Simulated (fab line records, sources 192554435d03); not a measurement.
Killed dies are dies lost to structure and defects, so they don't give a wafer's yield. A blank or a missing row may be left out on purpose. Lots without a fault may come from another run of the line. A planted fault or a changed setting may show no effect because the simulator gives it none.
Which tool did it? | flow n5_finfet | 9 lots, 26 wafers sampled, at 5 steps of a route of 1938

WHAT THE GAUGES READ, wafer by wafer
N5_BEOL_M4_RC_MEAS_101.
lot  | measured     | on        | DIBL_N (mV/V)
L373 | day 7 20:03  | prober-01 | 34.9 34.5 37.4
L374 | day 8 10:22  | prober-02 | 36.0 34.5 38.5
L375 | day 8 13:14  | prober-02 | 36.0 34.5 36.4
L377 | day 9 04:07  | prober-01 | 35.8 35.5 37.0
L381 | day 9 22:53  | prober-01 | 35.4 37.5 36.1
L383 | day 10 17:23 | prober-01 | 37.6 36.9 36.2
L384 | day 11 02:14 | prober-02 | 38.6 37.4
L387 | day 12 01:44 | prober-01 | 37.8 36.9 35.8
L392 | day 13 01:34 | prober-02 | 36.3 35.6 35.4

WHICH TOOL RAN EACH LOT (tool, then ch and the chambers of the sampled wafers, then the start)
lot  | N5_MOL_CONTACT_COAG_ETCHBACK_132  | N5_MOL_CONTACT_COAG_ALD_133       | N5_MOL_CONTACT_COAG_ETCH_48        | N5_MOL_CONTACT_COAG_STRIP_49
L373 | rie_diel-05 ch 0,2,3, day 5 05:53 | ald_sin-03 ch 0,1,3, day 5 07:05  | rie_diel-05 ch 0,1,3, day 5 07:29  | plasma_asher-02 ch 0,1, day 5 07:38
L374 | rie_diel-05 ch 0,1,3, day 5 14:00 | ald_sin-01 ch 0,2, day 5 15:19    | rie_diel-02 ch 0,2,3, day 5 15:43  | plasma_asher-02 ch 0,1, day 5 15:51
L375 | rie_diel-05 ch 0,1,2, day 5 21:38 | ald_sin-04 ch 0,2,3, day 5 22:42  | rie_diel-02 ch 0,1,2, day 5 23:06  | plasma_asher-01 ch 0,1, day 5 23:14
L377 | rie_diel-02 ch 0,2,3, day 6 06:00 | ald_sin-04 ch 2,3, day 6 07:12    | rie_diel-06 ch 0,2,3, day 6 07:46  | plasma_asher-02 ch 0,1, day 6 07:56
L381 | rie_diel-05 ch 2,3, day 7 06:34   | ald_sin-04 ch 1,2,3, day 7 07:39  | rie_diel-02 ch 1,2,3, day 7 08:04  | plasma_asher-02 ch 0,1, day 7 08:11
L383 | rie_diel-02 ch 1,2,3, day 8 02:15 | ald_sin-04 ch 0,2,3, day 8 03:32  | rie_diel-02 ch 0,1,3, day 8 04:07  | plasma_asher-01 ch 0,1, day 8 04:15
L384 | rie_diel-02 ch 2,3, day 8 15:23   | ald_sin-04 ch 0,3, day 8 17:04    | rie_diel-02 ch 2,3, day 8 17:28    | plasma_asher-02 ch 0,1, day 8 17:36
L387 | rie_diel-02 ch 0,1,2, day 9 09:52 | ald_sin-04 ch 0,2,3, day 9 12:53  | rie_diel-02 ch 1,2, day 9 13:19    | plasma_asher-02 ch 0,1, day 9 13:27
L392 | rie_diel-05 ch 2,3, day 10 03:15  | ald_sin-04 ch 0,2,3, day 10 04:19 | rie_diel-02 ch 1,2,3, day 10 04:44 | plasma_asher-01 ch 0,1, day 10 04:52
- N5_MOL_CONTACT_COAG_ETCHBACK_132: etches SiO2 in CHF3, target depth 10 nm, time 6.7 s.
- N5_MOL_CONTACT_COAG_ALD_133: deposits SiO2, target thk 5 nm, pulse time 1 s, co reactant pulse time 1 s.
- N5_MOL_CONTACT_COAG_ETCH_48: etches SiOC in C4F6/O2, target depth 15 nm, overetch 4.5 nm, time 17 s.
- N5_MOL_CONTACT_COAG_STRIP_49: strips in N2/H2, time 30 s.

THE ANSWER, worked out from the rows above alone
Rule: what is usual is taken from the lots themselves. Put in order of their means at a reading, lots are off if they are a third of the lots or fewer, leave a main group of 4 or more, and stand apart from it by a gap of 3 or more times the standard deviation of the main group's means; of several such gaps the widest counts. A main group whose means are all the same, to the digits that the tables above print for the reading, isn't used. A lot without any number at a reading at which 4 lots or more have one is off too. The other lots that the step has rows for count as sound.
No lot is off at any reading shown: from this, nothing can be told.

WHAT THE SIMULATOR HAD PUT IN
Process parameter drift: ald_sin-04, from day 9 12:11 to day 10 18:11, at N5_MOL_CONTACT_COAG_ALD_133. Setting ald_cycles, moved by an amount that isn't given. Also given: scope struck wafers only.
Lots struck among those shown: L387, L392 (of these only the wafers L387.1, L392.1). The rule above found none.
